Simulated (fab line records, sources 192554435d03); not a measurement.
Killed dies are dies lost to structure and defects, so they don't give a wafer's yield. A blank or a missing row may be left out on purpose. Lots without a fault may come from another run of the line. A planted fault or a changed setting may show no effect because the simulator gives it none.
Split-lot experiment | flow n5_finfet | 7 lots, 21 wafers read, on a route of 1938 steps

THE SPLIT
At N5_PASSIVATION_ETCH_59 (etches TaN in Cl2/BCl3, target depth 65 nm, time 34.9 s), the setting time_s was moved away from the recipe's 34.9 s on 5 of the 21 wafers read, by -20.8% to -11.7%. The other wafers ran this setting at the recipe's value.

The reading is taken at the split's own step.

THE READING
etch.depth_nm (the simulator's own value, which no gauge read), in nm, at N5_PASSIVATION_ETCH_59 (etches TaN in Cl2/BCl3, target depth 65 nm, time 34.9 s). The file gives no usual value for it. The 16 wafers here that ran the recipe average 65.03 nm, standard deviation 1.3 nm.

wafer  | tool, chamber at the split | time_s as run, s | against the recipe | etch.depth_nm, nm | against lot-mates on the recipe
L074.2 | rie_metal-01, 0            | 34.9             | recipe             | 66.27             | -
L074.4 | rie_metal-01, 0            | 34.9             | recipe             | 66.17             | -
L074.6 | rie_metal-01, 1            | 34.9             | recipe             | 65.2              | -
L075.1 | rie_metal-02, 1            | 30.8             | -11.7%             | 55.46             | -7.59
L075.3 | rie_metal-02, 0            | 34.9             | recipe             | 63.4              | -
L075.6 | rie_metal-02, 1            | 34.9             | recipe             | 62.69             | -
L077.3 | rie_metal-01, 1            | 34.9             | recipe             | 63.62             | -
L077.4 | rie_metal-01, 0            | 34.9             | recipe             | 64.61             | -
L077.6 | rie_metal-01, 0            | 34.9             | recipe             | 64.45             | -
L082.1 | rie_metal-03, 0            | 34.9             | recipe             | 67.44             | -
L082.2 | rie_metal-03, 1            | 34.9             | recipe             | 64.77             | -
L082.3 | rie_metal-03, 0            | 34.9             | recipe             | 67.49             | -
L086.2 | rie_metal-01, 0            | 27.65            | -20.8%             | 51.15             | -13.50
L086.5 | rie_metal-01, 1            | 34.9             | recipe             | 64.42             | -
L086.6 | rie_metal-01, 0            | 34.9             | recipe             | 64.87             | -
L090.1 | rie_metal-03, 1            | 34.9             | recipe             | 65.05             | -
L090.3 | rie_metal-03, 1            | 34.9             | recipe             | 65.11             | -
L090.5 | rie_metal-03, 0            | 30.04            | -13.9%             | 57.69             | -7.39
L092.1 | rie_metal-01, 1            | 34.9             | recipe             | 64.98             | -
L092.4 | rie_metal-01, 0            | 29.1             | -16.6%             | 53.76             | -11.22
L092.5 | rie_metal-01, 0            | 29.1             | -16.6%             | 54.13             | -10.85

THE FIT
A straight line over all 21 wafers: etch.depth_nm changes by +0.662 nm for each +1% of time_s; r = +0.97; the points scatter about the line by 1.3 nm.
The same after taking each lot's own level away (the mean of its wafers on the recipe; 21 wafers): +0.639 nm for each +1%; r = +0.99; scatter 0.7 nm.
On that fit, the largest move of time_s shifts the reading by 13 nm.
The lots' own levels span 63.045 to 66.567 nm, that is 2.8 times the standard deviation above.
So the lot-to-lot level changes the slope little: the two slopes agree.
Check: with one of the wafers moved furthest among these (-20.8%) left out of the fit, the line predicts -13.1 nm for it against its lot-mates. It came out at -13.5 nm against them.

OTHER SPLITS ON THESE WAFERS
These wafers also went through other splits before the reading. Each is held against what the fit with the lots' levels taken away leaves over:
other split on the same wafers | wafers away from the commonest value | r with etch.depth_nm (lot level and that fit taken away)
N5_BEOL_M13_EXPOSE_07 dose_mj  | 7                                    | +0.02
N5_BEOL_M14_SPUTTER_43 power_w | 6                                    | -0.01
N5_MIM_BOT_SPUTTER_00 time_s   | 6                                    | +0.30
N5_MIM_TOP_ALD_01 ald_cycles   | 12                                   | +0.03

THE FILE'S OWN FIT
etch.depth_nm changes by +0.631 nm for each +1% of time_s, r = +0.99.
